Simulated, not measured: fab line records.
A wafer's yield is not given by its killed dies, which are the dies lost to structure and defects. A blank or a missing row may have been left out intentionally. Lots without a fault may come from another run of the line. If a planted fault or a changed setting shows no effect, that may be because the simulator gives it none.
Split-lot experiment | flow n5 finfet | 21 wafers read across 7 lots, on a route 1938 steps long

## THE SPLIT
At N5_BEOL_M13_COAT_65 (time 60 s, resist thk 350 nm), the setting spin rpm was moved away from the recipe's 1500 rpm on 8 of the 21 wafers read, by -5.5% to +10.3%. The other wafers ran this setting at the recipe's value.

Reading taken at the split's own step.

## THE READING
SOC_of_BEOL_M13_COAT_65.thk nm (the simulator's own value, which no gauge read), in nm, at N5_BEOL_M13_COAT_65 (time 60 s, resist thk 350 nm). There is no usual value for it anywhere in the file. Here, 13 wafers ran the recipe; their average is 349.8 nm with a standard deviation of 1.1 nm.

wafer  | tool, chamber at the split | spin rpm as run, rpm | against the recipe | SOC_of_BEOL_M13_COAT_65.thk nm, nm | against lot-mates on the recipe
L081.1 | litho track-01, 0          | 1500                 | recipe             | 348                                | -
L081.3 | litho track-01, 0          | 1445                 | -3.7%              | 354.4                              | +5.9
L081.6 | litho track-01, 0          | 1500                 | recipe             | 349                                | -
L084.4 | litho track-03, 0          | 1417                 | -5.5%              | 360.2                              | +10.5
L084.5 | litho track-03, 0          | 1500                 | recipe             | 349.6                              | -
L084.6 | litho track-03, 0          | 1500                 | recipe             | 349.8                              | -
L088.2 | litho track-04, 0          | 1566                 | +4.4%              | 341.6                              | -6.8
L088.5 | litho track-04, 0          | 1500                 | recipe             | 348                                | -
L088.6 | litho track-04, 0          | 1500                 | recipe             | 348.8                              | -
L087.1 | litho track-01, 0          | 1500                 | recipe             | 351.8                              | -
L087.4 | litho track-01, 0          | 1550                 | +3.3%              | 344.6                              | -7.2
L087.5 | litho track-01, 0          | 1550                 | +3.3%              | 346.2                              | -5.6
L089.3 | litho track-04, 0          | 1500                 | recipe             | 350.2                              | -
L089.5 | litho track-04, 0          | 1500                 | recipe             | 350.8                              | -
L089.6 | litho track-04, 0          | 1500                 | recipe             | 350.6                              | -
L095.1 | litho track-03, 0          | 1612                 | +7.5%              | 337.8                              | -13.1
L095.3 | litho track-03, 0          | 1500                 | recipe             | 350.8                              | -
L095.6 | litho track-03, 0          | 1500                 | recipe             | 351                                | -
L097.1 | litho track-04, 0          | 1500                 | recipe             | 349.6                              | -
L097.5 | litho track-04, 0          | 1655                 | +10.3%             | 333                                | -16.6
L097.6 | litho track-04, 0          | 1655                 | +10.3%             | 333                                | -16.6

FIT RESULTS
A straight line over all 21 wafers: SOC_of_BEOL_M13_COAT_65.thk nm changes by -1.63 nm for each +1% of spin rpm; r = -0.99; the points scatter about the line by 1.1 nm.
The same after taking each lot's own level away (the mean of its wafers on the recipe; 21 wafers): -1.67 nm for each +1%; r = -1.00; scatter 0.6 nm.
According to that fit, moving spin rpm by its largest amount changes the reading by 17 nm.
Across the lots, their own levels run from 348.40 to 351.80 nm, a range of 3.0 times the standard deviation given above.
The two slopes are in agreement: the lot-to-lot level therefore moves the slope only a little.
Check: -17.6 nm against its lot-mates is what the line predicts for one of the wafers moved furthest among these (+10.3%) when that wafer is left out of the fit. Against them it came out at -16.6 nm.

## OTHER SPLITS ON THESE WAFERS
Other splits were also applied to these wafers ahead of the reading. Each is held against what the fit with the lots' levels taken away leaves over:
other split on the same wafers             | wafers away from the commonest value | r with SOC_of_BEOL_M13_COAT_65.thk nm (lot level and that fit taken away)
N5_BEOL_M6_ALD_77 co reactant pulse time s | 6                                    | +0.06
N5_BEOL_M9_COAT_05 spin rpm                | 6                                    | +0.02
N5_BEOL_M9_DESCUM_16 time s                | 7                                    | +0.08
N5_BEOL_M9_EXPOSE_25 dose mj               | 9                                    | -0.06
N5_BEOL_M9_ETCH_66 time s                  | 4                                    | -0.05
N5_BEOL_M10_ETCH_41 source w               | 4                                    | -0.33
N5_BEOL_M11_TRENCH_ETCH_37 bias w          | 7                                    | +0.18
N5_BEOL_M11_ALD_74 ald cycles              | 9                                    | -0.24
N5_BEOL_M12_SPUTTER_44 time s              | 9                                    | +0.14

## THE FILE'S OWN FIT
SOC_of_BEOL_M13_COAT_65.thk nm changes by -1.69 nm for each +1% of spin rpm, r = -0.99.
